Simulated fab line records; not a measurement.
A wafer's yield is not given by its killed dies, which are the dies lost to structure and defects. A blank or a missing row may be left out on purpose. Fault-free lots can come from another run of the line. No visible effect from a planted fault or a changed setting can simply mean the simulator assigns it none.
Comparing a struck lot with a sound one -- flow n5 finfet -- 16 steps out of a route of 1938
Sound: the wafers L258.2, L258.4, L258.5. Struck: wafers L271.4, L271.5. (L271.3 of the same lot was not struck and is left out.) The cause comes at the end.
Each step with rows lists, per side, the tool, then ch with its chambers, then its first start. Under that, the readings that differ: sound wafers -- struck wafers -- difference of the means -- sigmas: that difference in standard deviations of wafers without a fault.
alike: readings with means less than 2 such deviations apart, plus words and numbers identical on both sides. not compared: withheld readings, readings lacking a value on some wafer, bounds such as >300 that could conceal the same value, and numbers that have no deviation in the record and whose values overlap.
Wherever a step has rows on one side only, a row that says differs or no value, or a row with sigmas, the two part there. Non-overlapping numbers with no deviation appear without sigmas and do not part them. Lack of a reading on every wafer of one side parts them only where that side has two or more wafers.

first, 2 steps without rows for these wafers: N5_BEOL_M1_PEB_09 (peb time 60 s); N5_BEOL_M1_DEVELOP_10 (develop time 30 s).
N5_BEOL_M1_CD_MEAS_11: target cd 17.05 nm.
  sound on cd sem-01 ch 0, day 8 06:41; struck on cd sem-03 ch 0, day 11 07:40
  alike: cd nm
N5_BEOL_M1_OVL_MEAS_12:
  sound on overlay-02 ch 0, day 8 06:43; struck on overlay-01 ch 0, day 11 07:43
  alike: M1_OVL
N5_BEOL_M1_INSPECT_13: inspects for defects (brightfield).
  sound on defect inspect-02, day 8 06:46; struck on defect inspect-01, day 11 07:46
  alike: raw defect count
N5_BEOL_M1_DESCUM_16: chemistry O2, time 7 s.
  sound on rie diel-04 ch 0,1,2, day 8 06:48; struck on rie diel-01 ch 1,3, day 11 07:54
  alike: drypump motor current A, oes product au, rf vpp V, showerhead plenum p Torr, throttle valve pct
  not compared: rf hours counter h
N5_BEOL_M1_ETCH_74: etches underlayer in N2/H2, target depth 6.5 nm, time 5.2 s.
  sound on rie diel-04 ch 0,1,2, day 8 06:50; struck on rie diel-01 ch 1,3, day 11 07:56
  alike: bias w, drypump motor current A, etch rf on time s, h2 flow sccm, oes product au, rf vpp V, showerhead plenum p Torr, throttle valve pct
  not compared: rf hours counter h
N5_BEOL_M1_ETCH_63: etches SiARC in CF4, target depth 15.6 nm, time 26 s.
  sound on rie diel-04 ch 0,1,2, day 8 06:51; struck on rie diel-01 ch 1,3, day 11 07:57
  alike: bias w, drypump motor current A, etch rf on time s, oes product au, rf vpp V, showerhead plenum p Torr, throttle valve pct
  not compared: rf hours counter h
then, 3 steps without rows for these wafers: N5_BEOL_M1_ETCH_64 (etches SOC in N2/H2, target depth 75 nm, overetch 15 nm, time 112.5 s); N5_BEOL_M1_STRIP_65 (strips in N2/H2); N5_BEOL_M1_STRIP_75 (strips in N2/H2).
N5_BEOL_M1_STRIP_66: strips in CF4.
  sound on rie diel-04 ch 0,1,2, day 8 07:01; struck on rie diel-01 ch 1,3, day 11 08:07
  alike: drypump motor current A, oes product au, rf vpp V, showerhead plenum p Torr, throttle valve pct
  not compared: rf hours counter h
N5_BEOL_M1_HM_OPEN_17: chemistry Cl2/BCl3, target TiN, target depth 20 nm, overetch 6 nm.
  sound on rie metal-02 ch 0,1, day 8 07:03; struck on rie metal-01 ch 0,1, day 11 08:11
reading,sound,struck,difference,sigmas
model.SOC_of_BEOL_M1_COAT_61.thk nm (nm),51.8 52 51.8,54 54.4,+2,
model.etch.depth nm (nm),20.27 20.17 20.21,19.63 19.11,-0.85,
  alike: bias w, drypump motor current A, oes product au, throttle valve pct
  not compared: rf hours counter h, model.BEOL_M1.cd offset nm
N5_BEOL_M1_STRIP_19: strips in O2.
  sound on rie diel-02 ch 1,3, day 8 07:14; struck on rie diel-01 ch 2, day 11 08:23
  alike: drypump motor current A, oes product au, rf vpp V, showerhead plenum p Torr, throttle valve pct
  not compared: rf hours counter h
-- record jumps: 3 days separate the struck wafers' starts on either side; left off in module BEOL_M1, taken up again in module BEOL_M4, whose first shown step is the route's number 1111 --
N5_BEOL_M4_RC_MEAS_101:
  sound on prober-01 ch 0, day 10 09:18; struck on prober-01 ch 0, day 13 21:31
reading,sound,struck,difference,sigmas
DIBL_N (mV/V),38.7 39.8 38.5,37.3 32.8,-4.0,-3
  alike: DIBL_P, IOFF_N, IOFF_P, ION_N, ION_P, SS_N, SS_P, VT_N, VT_P
-- here the record skips 5 days between the struck wafers' starts before and after, leaving off in module BEOL_M4 and picking up in module PASSIVATION (first step shown: number 1936 of the route) --
N5_PASSIVATION_PROBE_49:
  sound on prober-01, day 14 20:13; struck on prober-01, day 18 09:49
reading,sound,struck,difference,sigmas
defect limited yield (%),93.8 92.5 93.3,91.6 87.6,-3.6,-2
killed_at_M0_to_M3,34 35 24,45 86,+34,+4
killed_at_M4_up,12 7 10,27 29,+18,+4
killed dies,73 89 79,99 146,+42,+2
killed on rim,8 6 14,16 23,+10,+2
sort_bin_5_function (%),4.2 4.6 3.5,5.7 10.0,+3.8,+4
sort n pass,1107 1091 1101,1081 1034,-42,-2
sort yield pct (%),93.8 92.5 93.3,91.6 87.6,-3.6,-2
  alike: killed at contacts, killed at front end, killed at other, killed open, killed short, sort_bin_6_memory

== WHERE THEY PART ==
Earliest at N5_BEOL_M4_RC_MEAS_101; latest, in this record, at N5_PASSIVATION_PROBE_49.

WHY: whatever the simulator had introduced
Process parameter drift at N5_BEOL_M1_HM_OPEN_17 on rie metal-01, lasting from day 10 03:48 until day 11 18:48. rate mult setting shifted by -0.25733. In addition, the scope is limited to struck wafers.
